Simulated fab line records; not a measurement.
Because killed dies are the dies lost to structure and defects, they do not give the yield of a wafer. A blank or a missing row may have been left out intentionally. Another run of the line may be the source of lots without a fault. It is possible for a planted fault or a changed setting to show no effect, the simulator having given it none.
Split-lot study | flow n5 finfet | 7 lots, 21 wafers read, on a route of 1938 steps

## ON THE SPLIT
At N5_SD_EPI_P_COAT_34 (time 60 s, resist thk 350 nm), the setting spin rpm was moved away from the recipe's 1500 rpm on 3 of the 21 wafers read, by -2.9% to +10.0%. All remaining wafers had this setting at the recipe value.

The reading comes from the split's own step.

## THE READING
SOC_of_SD_EPI_P_COAT_34.thk nm (the simulator's own value, which no gauge read), in nm, at N5_SD_EPI_P_COAT_34 (time 60 s, resist thk 350 nm). The file does not state a usual value for it. The 18 wafers here that ran the recipe average 350.1 nm, standard deviation 0.68 nm.

wafer  | tool, chamber at the split | spin rpm as run, rpm | against the recipe | SOC_of_SD_EPI_P_COAT_34.thk nm, nm | against lot-mates on the recipe
L075.1 | litho track-04, 0          | 1500                 | recipe             | 350                                | -
L075.4 | litho track-04, 0          | 1500                 | recipe             | 349                                | -
L075.5 | litho track-04, 0          | 1500                 | recipe             | 350.4                              | -
L077.2 | litho track-04, 0          | 1500                 | recipe             | 350.8                              | -
L077.3 | litho track-04, 0          | 1500                 | recipe             | 349.6                              | -
L077.5 | litho track-04, 0          | 1500                 | recipe             | 350.4                              | -
L078.2 | litho track-03, 0          | 1500                 | recipe             | 349.4                              | -
L078.4 | litho track-03, 0          | 1500                 | recipe             | 349.6                              | -
L078.5 | litho track-03, 0          | 1500                 | recipe             | 350                                | -
L083.2 | litho track-05, 0          | 1500                 | recipe             | 349.4                              | -
L083.4 | litho track-05, 0          | 1500                 | recipe             | 350.4                              | -
L083.6 | litho track-05, 0          | 1457                 | -2.9%              | 354                                | +4.1
L088.1 | litho track-05, 0          | 1500                 | recipe             | 350.8                              | -
L088.5 | litho track-05, 0          | 1500                 | recipe             | 350.8                              | -
L088.4 | litho track-05, 0          | 1500                 | recipe             | 350.2                              | -
L090.3 | litho track-03, 0          | 1500                 | recipe             | 349.6                              | -
L090.5 | litho track-03, 0          | 1593                 | +6.2%              | 339                                | -10.4
L090.6 | litho track-03, 0          | 1500                 | recipe             | 349.2                              | -
L092.1 | litho track-03, 0          | 1500                 | recipe             | 350.8                              | -
L092.2 | litho track-03, 0          | 1500                 | recipe             | 351.6                              | -
L092.5 | litho track-03, 0          | 1650                 | +10.0%             | 334.6                              | -16.6

THE FIT
A straight line over all 21 wafers: SOC_of_SD_EPI_P_COAT_34.thk nm changes by -1.6 nm for each +1% of spin rpm; r = -0.99; the points scatter about the line by 0.74 nm.
The same after taking each lot's own level away (the mean of its wafers on the recipe; 21 wafers): -1.65 nm for each +1%; r = -1.00; scatter 0.43 nm.
On that fit, the largest move of spin rpm shifts the reading by 16 nm.
The span of the lots' own levels, 349.40 to 351.20 nm, comes to 2.7 times the standard deviation stated above.
Hence the lot-to-lot level has little effect on the slope; both slopes agree.
Check: for one of the wafers moved furthest among these (+10.0%), held out of the fit, the line's prediction against its lot-mates is -16.4 nm. Against them it came out at -16.6 nm.

## THE FILE'S OWN FIT
SOC_of_SD_EPI_P_COAT_34.thk nm changes by -1.65 nm for each +1% of spin rpm, r = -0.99.
